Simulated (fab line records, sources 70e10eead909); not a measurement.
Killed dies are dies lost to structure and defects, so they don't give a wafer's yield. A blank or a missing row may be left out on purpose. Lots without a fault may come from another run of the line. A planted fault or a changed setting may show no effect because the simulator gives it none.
fab line records | flow nand_harc
record lots=14 wafers=42 last_day=24
route steps=1159 shown P_GATE@145 P_CONTACT@217
lots that met no fault: from a run of the same line without faults
start_h: hours from the record's first day to the start of the lot's first wafer shown | wait_h: hours since the lot's step before | " the same as in the row above | L1.1+2: a row that stands for several wafers | - no value, or no start given | * or withheld: withheld | < > ~ a bound
route shown NAME@n: a module of which the file shows steps, and the number in the route of the first | usual: mean/standard deviation of fault-free wafers | same: alike in all rows | chamber/n: place in a boat | sites: the reading at each site | _std_site: their standard deviation | _edge_site: outer sites' mean less inner sites' | radius_mm: how far each site lies from the wafer's centre | mask NAME#n: copy n | behind: the tool/chamber that last shaped the wafer | hold: why the lot was held/for how many hours/how that ended | device: the transistor (n, p or np) that didn't switch | end of line: the same wafers' tests at the end of the route | a step without rows: its recipe alone | killed: dies lost to structure and defects at the first sort, not the wafer's yield | map: a wafer's dies, x killed, . not, _ none there
set.NAME: the setting as run; set.NAME@STEP: as run at that earlier step | model.NAME: the simulator's own value behind a step, which no gauge read
steps of the route over a sample of lots; a table a step, a row a wafer
services: from which hour (start_h, from the record's first day; less than 0 if before it) a tool's chamber was out of use, for how many hours, and why
## steps
# step NHARC_P_GATE_ETCH_104
# recipe target_depth_a=600 time_s=withheld cf4_flow_sccm=100 chf3_flow_sccm=30 ar_flow_sccm=0 rf_w=500 bias_w=200 chemistry=CF4/CHF3
# usual drypump_motor_current_A=5.9/0.4 oes_product_au=0.942/0.021 rf_vpp_V=369.8/1.5 showerhead_plenum_p_Torr=1.55/0.038 throttle_valve_pct=16.803/0.0085
# columns lot.wafer tool chamber start_h wait_h drypump_motor_current_A oes_product_au rf_vpp_V showerhead_plenum_p_Torr throttle_valve_pct
L682.2 rie_diel-06 0 101.01 0.1 5.9 0.934 369.3 1.54 16.810
L682.4 " 2 " " 6.5 0.911 370.0 1.56 16.794
L682.5 " 0 " " 5.9 0.926 370.2 1.54 16.813
L684.2 rie_diel-03 2 120.58 0.1 5.5 0.973 368.9 1.51 16.807
L684.1 " 0 " " 6.5 0.954 367.6 1.49 16.791
L684.5 " 1 " " 6.0 0.932 370.6 1.53 16.795
L686.4 rie_diel-03 3 132.27 0.1 5.3 0.984 370.4 1.55 16.789
L686.2 " 1 " " 6.0 0.958 369.1 1.53 16.809
L686.1 " 2 " " 5.6 0.993 368.1 1.51 16.794
L691.2 rie_diel-06 3 164.02 0.1 5.7 0.918 370.9 1.61 16.805
L691.6 " 3 " " 5.7 0.923 373.1 1.61 16.804
L691.5 " 0 " " 6.0 0.939 369.2 1.54 16.826
L693.4 rie_diel-06 3 164.95 0.1 5.7 0.918 371.8 1.61 16.798
L693.3 " 0 " " 5.9 0.928 369.8 1.54 16.809
L693.5 " 3 " " 5.7 0.915 371.2 1.61 16.809
L695.1 rie_diel-06 1 182.79 0.1 5.7 0.941 370.6 1.56 16.804
L695.3 " 2 " " 6.5 0.942 370.6 1.56 16.800
L695.5 " 3 " " 5.7 0.944 370.5 1.61 16.794
L694.2 rie_diel-03 2 183.26 0.2 5.6 0.927 368.5 1.50 16.801
L694.4 " 3 " " 5.3 0.926 370.8 1.55 16.808
L694.6 " 2 " " 5.6 0.935 368.4 1.50 16.796
L696.2 rie_diel-08 3 191.42 0.1 5.5 0.949 370.6 1.54 16.815
L696.1 " 0 " " 6.3 0.951 367.2 1.50 16.803
L696.5 " 3 " " 5.5 0.952 369.1 1.54 16.787
L697.3 rie_diel-03 3 197.70 0.1 5.3 0.954 368.6 1.55 16.812
L697.2 " 1 " " 6.0 0.959 367.3 1.52 16.791
L697.6 " 0 " " 6.5 0.961 367.3 1.48 16.805
L699.1 rie_diel-08 0 206.89 0.4 6.2 0.920 369.3 1.49 16.798
L699.3 " 1 " " 5.9 0.933 369.2 1.53 16.796
L699.6 " 3 " " 5.5 0.915 370.0 1.54 16.809
L698.2 rie_diel-06 1 207.14 0.1 5.7 0.927 369.9 1.56 16.811
L698.1 " 3 " " 5.6 0.917 371.7 1.61 16.799
L698.4 " 1 " " 5.7 0.932 368.3 1.56 16.805
L700.4 rie_diel-06 2 216.07 0.3 6.5 0.957 370.9 1.56 16.807
L700.2 " 3 " " 5.7 0.943 371.8 1.61 16.824
L700.6 " 2 " " 6.5 0.953 369.1 1.56 16.810
L701.2 rie_diel-08 2 220.32 0.3 6.4 0.938 370.6 1.61 16.799
L701.4 " 1 " " 5.9 0.947 369.3 1.53 16.784
L701.5 " 2 " " 6.4 0.935 371.0 1.61 16.810
L702.4 rie_diel-06 0 230.71 0.1 6.0 0.934 369.5 1.53 16.821
L702.3 " 2 " " 6.5 0.919 370.7 1.55 16.799
L702.5 " 1 " " 5.7 0.930 369.7 1.56 16.808
# step NHARC_P_GATE_HM_OPEN_105
# recipe target_depth_a=3600 o2_flow_sccm=400 cos_flow_sccm=20 ar_flow_sccm=0 rf_w=500 bias_w=300 chemistry=O2/COS
# usual drypump_motor_current_A=5.9/0.4 oes_product_au=1.000/0.011 rf_vpp_V=466.0/1.8 showerhead_plenum_p_Torr=3.07/0.071 throttle_valve_pct=28.330/0.0084
# columns lot.wafer tool chamber start_h wait_h drypump_motor_current_A oes_product_au rf_hours_counter_h rf_vpp_V showerhead_plenum_p_Torr throttle_valve_pct
L682.4 rie_diel-06 2 - - 6.5 0.988 4 467.3 3.10 28.325
L682.2 " 1 " " 5.7 1.007 6 467.0 3.10 28.330
L682.5 " 3 " " 5.7 1.001 - 469.4 3.20 28.316
L684.1 rie_diel-03 3 - - 5.3 0.998 23 467.0 3.09 28.343
L684.2 " 2 " " 5.5 1.025 19 464.0 2.99 28.339
L684.5 " 3 " " 5.3 0.996 - 466.2 3.09 28.327
L686.1 rie_diel-03 2 - - 5.6 1.017 27 463.9 2.99 28.322
L686.4 " 3 " " 5.3 1.011 31 465.4 3.08 28.327
L686.2 " 0 " " 6.5 1.002 30 463.5 2.95 28.329
L691.2 rie_diel-06 0 - - 6.0 1.014 17 465.8 3.05 28.329
L691.5 " 2 " " 6.6 0.991 - 466.2 3.09 28.326
L691.6 " 3 " " 5.7 1.011 - 468.6 3.20 28.344
L693.3 rie_diel-06 0 - - 5.9 1.015 17 466.1 3.05 28.335
L693.4 " 2 " " 6.5 0.992 16 466.9 3.09 28.320
L693.5 " 0 " " 5.9 1.012 - 465.2 3.05 28.329
L695.3 rie_diel-06 1 - - 5.7 0.999 18 467.6 3.10 28.323
L695.1 " 2 " " 6.6 0.979 19 465.6 3.09 28.341
L695.5 " 2 " " 6.5 0.991 - 465.6 3.09 28.333
L694.4 rie_diel-03 0 - - 6.5 1.001 50 463.0 2.95 28.327
L694.2 " 1 " " 6.0 1.011 45 465.4 3.02 28.330
L694.6 " 3 " " 5.3 1.011 - 466.6 3.07 28.332
L696.2 rie_diel-08 0 - - 6.2 0.995 18 464.1 2.97 28.342
L696.1 " 3 " " 5.6 0.979 19 466.8 3.05 28.323
L696.5 " 0 " " 6.3 0.990 - 463.5 2.97 28.326
L697.3 rie_diel-03 2 - - 5.6 1.016 51 464.2 2.98 28.313
L697.2 " 0 " " 6.5 1.008 56 462.7 2.94 28.339
L697.6 " 3 " " 5.3 1.009 - 465.7 3.07 28.332
L698.2 rie_diel-06 3 - - 5.7 0.980 26 468.8 3.19 28.340
L698.1 " 1 " " 5.7 0.997 24 465.8 3.10 28.336
L698.4 " 3 " " 5.7 0.985 - 467.1 3.19 28.330
L699.1 rie_diel-08 0 - - 6.2 0.989 25 464.2 2.96 28.346
L699.3 " 1 " " 5.9 1.009 26 465.1 3.04 28.332
L699.6 " 3 " " 5.6 0.986 - 466.1 3.05 28.322
L700.4 rie_diel-06 3 - - 5.7 0.989 27 468.5 3.19 28.346
L700.2 " 0 " " 5.9 1.006 25 467.0 3.04 28.327
L700.6 " 2 " " 6.5 0.992 - 468.7 3.09 28.331
L701.2 rie_diel-08 0 - - 6.2 0.997 31 462.9 2.96 28.340
L701.4 " 1 " " 5.9 1.013 31 464.2 3.04 28.330
L701.5 " 3 " " 5.6 1.001 - 466.0 3.05 28.341
L702.3 rie_diel-06 0 - - 6.0 1.001 27 465.1 3.04 28.336
L702.4 " 2 " " 6.6 0.986 28 466.0 3.08 28.327
L702.5 " 1 " " 5.7 1.005 - 466.4 3.09 28.339
# step NHARC_P_GATE_DESCUM_61
# recipe time_s=3 o2_flow_sccm=200 ar_flow_sccm=0 bias_power_w=0 chemistry=O2
# usual drypump_motor_current_A=6.0/0.36 oes_product_au=1.000/0.011 rf_vpp_V=57.8/0.78 showerhead_plenum_p_Torr=1.89/0.048 throttle_valve_pct=11.311/0.0094
# columns lot.wafer tool chamber start_h wait_h drypump_motor_current_A oes_product_au rf_hours_counter_h rf_vpp_V showerhead_plenum_p_Torr throttle_valve_pct
L682.4 rie_diel-03 0 114.76 - 6.5 1.006 22 57.4 1.81 11.311
L682.2 " 3 " " 5.3 1.003 22 57.6 1.89 11.309
L682.5 " 0 " " 6.5 1.000 - 58.1 1.81 11.311
L684.2 rie_diel-06 3 135.16 - 5.6 0.988 13 58.5 1.96 11.307
L684.1 " 2 " " 6.5 0.984 12 57.5 1.89 11.294
L684.5 " 0 " " 6.0 1.008 - 59.1 1.87 11.314
L686.4 rie_diel-06 3 145.85 - 5.6 0.993 14 58.1 1.96 11.310
L686.1 " 1 " " 5.7 1.012 12 58.2 1.90 11.319
L686.2 " 2 " " 6.5 0.983 13 60.2 1.89 11.325
L691.2 rie_diel-08 2 177.75 - 6.4 1.002 15 57.7 1.96 11.317
L691.6 " 0 " " 6.2 0.988 - 57.7 1.81 11.301
L691.5 " 1 " " 5.9 1.008 - 58.5 1.86 11.308
L693.4 rie_diel-08 2 178.51 - 6.4 1.009 15 57.9 1.96 11.306
L693.3 " 1 " " 5.9 1.024 13 57.7 1.86 11.317
L693.5 " 3 " " 5.5 0.989 - 56.8 1.87 11.303
L695.3 rie_diel-06 0 196.21 - 5.9 1.013 22 56.3 1.86 11.319
L695.1 " 3 " " 5.7 0.991 21 58.4 1.96 11.309
L695.5 " 0 " " 5.9 1.007 - 58.5 1.86 11.313
L694.4 rie_diel-03 2 197.02 - 5.6 1.026 50 58.3 1.82 11.329
L694.2 " 3 " " 5.2 1.001 56 56.9 1.88 11.335
L694.6 " 2 " " 5.5 1.024 - 57.2 1.82 11.310
L696.1 rie_diel-06 3 205.12 - 5.7 0.997 25 57.4 1.96 11.322
L696.2 " 1 " " 5.7 1.008 24 57.8 1.90 11.327
L696.5 " 2 " " 6.5 0.997 - 58.5 1.89 11.312
L697.2 rie_diel-08 2 211.59 - 6.4 1.006 30 58.4 1.96 11.302
L697.3 " 0 " " 6.3 0.995 27 55.9 1.81 11.317
L697.6 " 2 " " 6.4 1.001 - 57.8 1.96 11.308
L698.2 rie_diel-06 3 220.91 - 5.7 1.005 28 58.5 1.96 11.320
L698.1 " 0 " " 5.9 1.009 26 58.1 1.86 11.310
L698.4 " 1 " " 5.7 1.010 27 58.7 1.90 11.307
L699.3 rie_diel-08 0 223.90 - 6.2 0.999 32 57.3 1.81 11.322
L699.1 " 1 " " 5.9 1.008 32 56.6 1.86 11.302
L699.6 " 0 " " 6.2 1.006 - 57.8 1.81 11.324
L700.4 rie_diel-06 1 229.84 - 5.7 1.001 28 57.8 1.90 11.317
L700.2 " 2 " " 6.5 0.998 28 57.9 1.89 11.317
L700.6 " 2 " " 6.5 0.980 - 58.1 1.89 11.322
L701.2 rie_diel-08 1 234.75 - 5.9 1.016 38 56.3 1.86 11.312
L701.4 " 3 " " 5.5 0.989 39 58.2 1.86 11.306
L701.5 " 1 " " 5.9 1.005 - 57.1 1.86 11.320
L702.3 rie_diel-03 0 245.02 - 6.5 1.010 8 56.4 1.79 11.320
L702.4 " 3 " " 5.3 0.997 8 57.7 1.88 11.320
L702.5 " 0 " " 6.5 0.988 - 57.4 1.79 11.313
# step NHARC_P_CONTACT_DEP_30
# recipe target_thk_a=300 temp_c=400 target_thk_nm=30 flow_sccm=200 rf_w=450 material=SiNx
# usual heater_power_outer_w=414/48 heater_power_w=695/71
# columns lot.wafer tool chamber start_h wait_h heater_power_outer_w heater_power_w
L682.2 pecvd-04 1 119.60 0.1 371 640
L682.4 " 1 " " 371 649
L682.5 " 2 " " 335 572
L684.2 pecvd-01 1 139.99 0.1 - -
L684.1 " 2 " " - -
L684.5 " 0 " " - -
L686.2 pecvd-04 2 150.63 0.1 - -
L686.1 " 0 " " - -
L686.4 " 2 " " - -
L691.2 pecvd-01 2 182.51 0.1 492 813
L691.5 " 1 " " 529 840
L691.6 " 2 " " 487 824
L693.3 pecvd-04 0 183.27 0.1 413 718
L693.5 " 1 " " 373 656
L693.4 " 0 " " 420 727
L695.3 pecvd-01 2 201.39 0.5 433 738
L695.1 " 0 " " 365 609
L695.5 " 2 " " 432 750
L694.2 pecvd-03 1 202.33 0.2 406 625
L694.6 " 1 " " 408 645
L694.4 " 2 " " 361 590
L696.2 pecvd-04 1 210.00 0.1 409 699
L696.1 " 2 " " 421 712
L696.5 " 2 " " 425 691
L697.3 pecvd-04 1 216.43 0.1 427 744
L697.2 " 2 " " 428 689
L697.6 " 0 " " 373 637
L698.1 pecvd-04 1 225.47 0.1 431 761
L698.2 " 2 " " 416 711
L698.4 " 1 " " 439 730
L699.1 pecvd-04 2 228.56 0.1 346 582
L699.3 " 1 " " 426 700
L699.6 " 2 " " 345 585
L700.2 pecvd-04 1 234.76 0.1 437 734
L700.4 " 0 " " 325 625
L700.6 " 1 " " 440 740
L701.2 pecvd-03 2 239.60 0.2 340 564
L701.5 " 1 " " 442 691
L701.4 " 0 " " 425 700
L702.3 pecvd-04 2 249.75 0.2 425 721
L702.5 " 2 " " 329 580
L702.4 " 0 " " 361 658
## services
# columns tool chamber start_h hours kind
rie_diel-06 0 97.72 - clean
rie_diel-06 1 97.72 - clean
rie_diel-06 2 97.72 - clean
rie_diel-06 3 97.72 - clean
pecvd-01 - 100.40 1.0 repair
rie_diel-03 2 109.62 5.1 repair
pecvd-03 - 111.09 13.0 pm
rie_diel-06 0 122.22 - clean
rie_diel-06 1 122.22 - clean
rie_diel-08 - 124.81 9.0 pm
rie_diel-06 1 126.16 8.0 repair
rie_diel-08 - 159.44 3.6 repair
pecvd-03 - 175.72 0.6 repair
rie_diel-03 - 187.98 0.3 repair
rie_diel-06 2 192.73 4.4 repair
pecvd-04 - 195.33 13.0 pm
rie_diel-03 - 198.59 8.3 repair
rie_diel-06 0 201.17 12.3 repair
pecvd-03 - 208.95 9.3 repair
rie_diel-06 - 213.30 0.8 repair
rie_diel-03 - 215.49 9.0 pm
rie_diel-06 2 235.22 12.8 repair
pecvd-01 - 237.00 13.0 pm
rie_diel-06 - 241.25 9.0 pm
## key
first_sign step=NHARC_P_CONTACT_DEP_30 reading=tool_record direction=missing
effect none on later readings
met_at NHARC_P_CONTACT_DEP_30
struck_lots L684,L686
sort_left_out L684.1,L684.2,L684.5,L686.1,L686.2,L686.4
tester_left_out L684,L686
not_acting_at NHARC_P_GATE_ETCH_104,NHARC_P_GATE_HM_OPEN_105,NHARC_P_GATE_DESCUM_61
onset_between 119.60 139.99
fault kind=skipped_step_whole tool=pecvd-01,pecvd-04 chamber=- onset_h=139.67 steps=NHARC_P_CONTACT_DEP_30 scope=struck_lots_only
# tester_left_out: of these lots the tester's yield and bins aren't shown, on N5 and GAA mostly nor the transistor test; their killed dies are dies lost to structure and defects alone, not to doping, threshold or leakage, so they don't give the yield
# sort_left_out: the simulated sort isn't trusted on such a fault, so these wafers' sort isn't shown, and their yield isn't known
